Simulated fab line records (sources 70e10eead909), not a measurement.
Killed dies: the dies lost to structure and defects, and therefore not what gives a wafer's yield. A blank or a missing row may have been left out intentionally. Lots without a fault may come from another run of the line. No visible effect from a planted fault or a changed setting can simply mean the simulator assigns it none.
Matching of chambers	flow nand_harc	NHARC_P_GATE_DESCUM_93 on rie_diel-10: 4 sister chambers
The step chemistry O2, time 3 s. 16 wafers are shown with their chamber, then 8 later ones without.

WAFERS WITH THEIR CHAMBER
wafer	chamber	showerhead_plenum_p_Torr (Torr)	drypump_motor_current_A (A)	oes_product_au (a.u.)
L457.1	2	2.04	6.0	0.995
L457.2	0	1.90	5.7	1.010
L457.3	1	1.79	5.3	1.018
L458.1	1	1.79	5.3	1.010
L458.2	3	1.88	5.2	0.999
L458.4	2	2.04	6.0	0.994
L460.3	2	2.04	6.1	1.011
L460.4	3	1.88	5.2	1.006
L460.6	2	2.04	6.0	1.003
L462.2	0	1.90	5.7	1.014
L462.4	0	1.90	5.7	1.001
L462.6	1	1.78	5.3	1.019
L461.2	1	1.78	5.3	1.018
L461.3	2	2.04	6.1	1.005
L461.6	0	1.90	5.7	1.014
L465.1	3	1.88	5.2	0.998

SIGNATURES (averages over the wafers above)
reading	chamber 0	chamber 1	chamber 2	chamber 3	scatter within a chamber
showerhead_plenum_p_Torr	1.9000	1.7850	2.0400	1.8800	0.00289
drypump_motor_current_A	5.700	5.300	6.040	5.200	0.0316
oes_product_au	1.00975	1.01625	1.00160	1.00100	0.00582
Rule: a wafer lies at a distance from a chamber equal to the root of the sum of squares, over the readings, of (its reading less the chamber's mean, divided by the reading's scatter). If the next closest chamber is less than 2 further off than the closest, the wafer can't be placed; otherwise it belongs to the closest. The scatter is the square root of a quotient: the sum, over the shown wafers, of each reading's squared deviation from its chamber's mean, divided by wafers minus chambers.

WAFERS MISSING THEIR CHAMBER
wafer	showerhead_plenum_p_Torr (Torr)	drypump_motor_current_A (A)	oes_product_au (a.u.)
L465.4	1.90	5.7	1.019
L465.5	2.04	6.0	1.011
L468.1	2.04	6.0	1.002
L468.3	1.90	5.7	0.997
L468.4	1.88	5.2	1.015
L475.1	1.89	5.7	1.004
L475.2	2.03	6.0	1.004
L475.3	1.88	5.2	1.014

CHAMBER TAKEN BY EACH
wafer	from the rows above	in truth
L465.4	0	0
L465.5	2	2
L468.1	2	2
L468.3	0	0
L468.4	3	3
L475.1	0	0
L475.2	2	2
L475.3	3	3
8 of 8 placed correctly. Left unplaced by these rows: 0. Number placed wrongly: 0.
